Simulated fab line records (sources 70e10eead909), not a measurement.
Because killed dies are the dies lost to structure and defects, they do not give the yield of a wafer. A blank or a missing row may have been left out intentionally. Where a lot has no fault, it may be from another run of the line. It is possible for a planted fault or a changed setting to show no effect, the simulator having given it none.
Matching of chambers | flow nandHarc | NHARC_A_CONTACT_DESCUM_47 on rieDiel-05 has 4 sister chambers
The step chemistry O2, time 3 s. 8 wafers are shown with their chamber, then 7 later ones without.

WAFERS PAIRED WITH THEIR CHAMBERS
wafer  | chamber | showerheadPlenumPTorr (Torr) | drypumpMotorCurrentA (A)
L077.2 | 3       | 2.05                         | 5.39
L077.5 | 2       | 2.01                         | 5.71
L082.4 | 1       | 1.87                         | 5.43
L083.1 | 0       | 1.80                         | 5.61
L083.3 | 3       | 2.05                         | 5.39
L083.4 | 1       | 1.87                         | 5.42
L083.2 | 2       | 2.00                         | 5.74
L083.5 | 0       | 1.80                         | 5.62

WAFERS WITHOUT THEIR CHAMBER
wafer  | showerheadPlenumPTorr (Torr) | drypumpMotorCurrentA (A)
L083.6 | 2.05                         | 5.36
L087.2 | 1.87                         | 5.43
L087.3 | 2.05                         | 5.37
L087.4 | 2.00                         | 5.72
L086.3 | 1.87                         | 5.42
L086.4 | 2.00                         | 5.73
L086.5 | 2.05                         | 5.35

THE CHAMBER EACH PASSED THROUGH
wafer  | from the rows above | in truth
L083.6 | 3                   | 3
L087.2 | 1                   | 1
L087.3 | 3                   | 3
L087.4 | 2                   | 2
L086.3 | 1                   | 1
L086.4 | 2                   | 2
L086.5 | 3                   | 3
Correctly placed: 7 of 7. Left unplaced by these rows: 0. Wrongly placed: 0.
How it was worked out, from the rows above alone: a wafer's distance from a chamber is the root of the sum, over the readings, of the square of ((its reading less the chamber's mean) divided by the reading's scatter). The wafer belongs to the nearest chamber; if the next one is less than 2 further off, it can't be placed. For every chamber, the mean is computed from those of its wafers that are shown. The scatter is the square root of a quotient: the sum, over the shown wafers, of each reading's squared deviation from its chamber's mean, divided by wafers minus chambers.
